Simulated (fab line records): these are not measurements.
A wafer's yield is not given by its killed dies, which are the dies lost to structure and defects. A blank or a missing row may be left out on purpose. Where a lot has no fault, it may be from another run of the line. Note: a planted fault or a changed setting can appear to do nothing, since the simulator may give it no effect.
A struck lot beside a sound one || flow nand-harc || 14 steps out of a route of 1302
Sound: the wafers L552.2, L552.3, L552.6. Struck: wafer L561.5; the same lot's L561.4 was not struck, so it is left out; see the end for the cause.
For every step that has rows: the tool of each side, followed by ch and its chambers, followed by its first start. Under that, the readings that differ: sound wafers || struck wafers || difference of the means || sigmas: that difference in standard deviations of wafers without a fault.
alike: a reading whose means differ by less than 2 such deviations, as well as words and numbers matching on both sides. not compared: withheld readings; readings where some wafer has no value; bounds like >300 that might hide an equal value; numbers whose values overlap and for which the record gives no deviation.
Wherever a step has rows on one side only, a row that says differs or no value, or a row with sigmas, the two part there. When numbers do not overlap yet have no deviation, they are printed without sigmas and do not part them. A reading missing from all wafers of one side parts the sides only when that side holds two or more wafers.

NHARC_A_CHANNEL_HOLE_D2_CD_MEAS_31:
  sound on cd-sem-03, day 15 06:17; struck on cd-sem-01, day 19 17:12
  alike: cd-nm
NHARC_A_CHANNEL_HOLE_D2_XSEM_32:
  sound on xsem-02 ch 0, day 15 06:22; struck on xsem-02 ch 0, day 19 17:17
{"reading": "bow-nm (nm)", "sound": "8.36 8.39 8.34", "struck": 8.89, "difference": "+0.53", "sigmas": "+2"}
  alike: bot-cd-nm, tilt-deg
NHARC_A_CHANNEL_HOLE_D2_INSPECT_40:
  sound on defect-inspect-02, day 15 06:28; struck on defect-inspect-01, day 19 17:23
  alike: raw-defect-count
then, 2 steps without rows for these wafers: NHARC_A_CHANNEL_FILL_D2_PRECLEAN_00 (cleans in SC1); NHARC_A_CHANNEL_FILL_D2_SRD_01.
NHARC_A_CHANNEL_FILL_D2_ALD_02: deposits SiO2, target thk 6 nm, pulse time 10 s, ald cycles 60.
  sound on ald-hk-04 ch 1,2, day 15 06:45; struck on ald-hk-04 ch 2, day 19 17:56
  alike: heater-power-w, precursor-pulse-height-rel
NHARC_A_CHANNEL_FILL_D2_ALD_03: deposits SiNx, target thk 6 nm, pulse time 60 s, ald cycles 58.
  sound: ald-sin-batch-01 ch 0; struck: ald-sin-batch-01 ch 0
  alike: precursor-pulse-height-rel
then, 2 steps without rows for these wafers: NHARC_A_CHANNEL_FILL_D2_ALD_14 (deposits SiO2, target thk 2.5 nm, pulse time 10 s, ald cycles 25); NHARC_A_CHANNEL_FILL_D2_ALD_15 (deposits SiNx, target thk 2 nm, pulse time 60 s, ald cycles 19).
NHARC_A_CHANNEL_FILL_D2_ALD_16: deposits SiO2, target thk 1.5 nm, pulse time 10 s, ald cycles 15.
  sound on ald-hk-03 ch 1,3, day 15 18:11; struck on ald-hk-04 ch 3, day 20 06:06
  alike: heater-power-w, precursor-pulse-height-rel
then, 2 steps without rows for these wafers: NHARC_A_CHANNEL_FILL_D2_ANNEAL_17 (time 1800 s); NHARC_A_CHANNEL_FILL_D2_CVD_18 (deposits poly-Si, target thk 3 nm).
NHARC_A_CHANNEL_FILL_D2_ETCHBACK_19: etches the open film in HBr/Cl2, target depth 5 nm, time 1.7 s.
  sound on rie-si-03 ch 0,1, day 16 05:53; struck on rie-si-02 ch 3, day 20 17:24
{"reading": "drypump-motor-current-A (A)", "sound": "6.0 5.0 6.0", "struck": 4.7, "difference": -1.0, "sigmas": -2}
{"reading": "oes-product-au (a.u.)", "sound": "1.003 1.002 0.996", "struck": 0.916, "difference": -0.084, "sigmas": -10}
  alike: rf-fwd-power-W, throttle-valve-pct
  not compared: rf-hours-counter-h
NHARC_A_CHANNEL_FILL_D2_ETCHBACK_20: etches the open film in C4F8/O2/Ar, target depth 27 nm, time 13.5 s.
  sound on rie-diel-08 ch 0,1, day 16 06:01; struck on rie-diel-13 ch 2, day 20 17:33
{"reading": "oes-product-au (a.u.)", "sound": "1.016 0.999 1.026", "struck": 0.928, "difference": -0.086, "sigmas": -3}
{"reading": "rf-fwd-power-W (W)", "sound": "583.1 584.0 585.5", "struck": 595.1, "difference": "+10.9", "sigmas": "+4"}
  alike: rf-vpp-V
  not compared: rf-hours-counter-h

WHERE THEY PART
Earliest at NHARC_A_CHANNEL_HOLE_D2_XSEM_32; latest, in this record, at NHARC_A_CHANNEL_FILL_D2_ETCHBACK_20.

WHY: whatever the simulator had introduced
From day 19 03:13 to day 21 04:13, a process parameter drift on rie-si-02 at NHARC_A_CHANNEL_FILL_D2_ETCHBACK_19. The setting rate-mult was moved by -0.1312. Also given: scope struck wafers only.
